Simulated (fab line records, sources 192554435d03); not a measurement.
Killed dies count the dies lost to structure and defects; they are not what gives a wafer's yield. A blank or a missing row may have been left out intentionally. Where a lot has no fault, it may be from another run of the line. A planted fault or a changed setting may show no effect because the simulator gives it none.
Which tool is to blame? | flow n5-finfet | 24 wafers from 8 lots sampled at 3 of the route's 1938 steps

WHAT EACH GAUGE READ, for each wafer
N5_BEOL_M15_RC_MEAS_101.
lot  | measured     | on        | COMB_M8_max_site (S/m)
L207 | day 11 11:53 | prober-02 | 3.4e-11 3.4e-11 3.1e-11
L210 | day 12 03:09 | prober-02 | 3.9e-11 3.4e-11 3.9e-11
L213 | day 13 09:44 | prober-02 | 4e-11 3.1e-11 4.6e-11
L215 | day 13 10:22 | prober-01 | 3e-11 3.3e-11 3e-11
L214 | day 13 15:45 | prober-01 | 4.2e-11 3.8e-11 4.4e-11
L216 | day 14 00:41 | prober-01 | 2.9e-11 3.4e-11 4.4e-11
L222 | day 16 05:19 | prober-02 | 4.4e-11 6.3e-11 3.42e-10
L225 | day 16 05:13 | prober-01 | 3.7e-11 4.6e-11 2.41e-10

EACH LOT AND THE TOOL THAT RAN IT (in order: tool; ch and the chambers of the sampled wafers; start)
lot  | N5_BEOL_M8_ALD_77                   | N5_BEOL_M14_SPUTTER_45
L207 | ald-metal-03 ch 0,1,3, day 9 09:47  | pvd-sputter-03, day 11 05:07
L210 | ald-metal-02 ch 0,1, day 10 01:59   | pvd-sputter-02, day 11 19:11
L213 | ald-metal-01 ch 0,1,3, day 10 20:53 | pvd-sputter-03, day 13 00:35
L215 | ald-metal-02 ch 1,2, day 11 09:20   | pvd-sputter-02, day 13 00:40
L214 | ald-metal-03 ch 2,3, day 11 09:57   | pvd-sputter-02, day 13 09:01
L216 | ald-metal-01 ch 0,2,3, day 11 22:02 | pvd-sputter-02, day 13 18:18
L222 | ald-metal-02 ch 0,1,3, day 13 12:28 | pvd-sputter-03, day 15 21:23
L225 | ald-metal-02 ch 1,2,3, day 13 13:37 | pvd-sputter-01, day 15 21:44
- N5_BEOL_M8_ALD_77: deposits TaN, target thk 2 nm, pulse time 2 s, purge time 3 s.
- N5_BEOL_M14_SPUTTER_45: material Cu, target thk 100 nm, time 16.67 s.

THE ANSWER, worked out from the rows above alone
Rule: the usual values come from the lots themselves. Put in order of their means at a reading, lots are off if they are a third of the lots or fewer, leave a main group of 4 or more, and stand apart from it by a gap of 3 or more times the standard deviation of the main group's means; of several such gaps the widest counts. The tables above print the reading to a certain number of digits; a main group whose means all agree to those digits is not used. Also off: a lot with no number at a reading for which 4 or more lots have one. The other lots that the step has rows for count as sound.
Off: L222, L225, seen at N5_BEOL_M15_RC_MEAS_101 (COMB_M8_max_site). The main group: mean 3.6e-11 S/m, standard deviation 3.5e-12.
If a tool, at a process step before that reading, ran all the lots that are off and no sound lot after the first of them, it fits. The gauges at N5_BEOL_M15_RC_MEAS_101 are tried like those tools. One fits: N5_BEOL_M8_ALD_77 on ald-metal-02. Its last sound lot is L215 (day 11 09:20), its first lot that is off L222 (day 13 12:28): a fault that began between those two fits.

WHAT THE SIMULATOR HAD INSERTED
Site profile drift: ald-metal-02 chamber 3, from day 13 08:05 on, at N5_BEOL_M8_ALD_77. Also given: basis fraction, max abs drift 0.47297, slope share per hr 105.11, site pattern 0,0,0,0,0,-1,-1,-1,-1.
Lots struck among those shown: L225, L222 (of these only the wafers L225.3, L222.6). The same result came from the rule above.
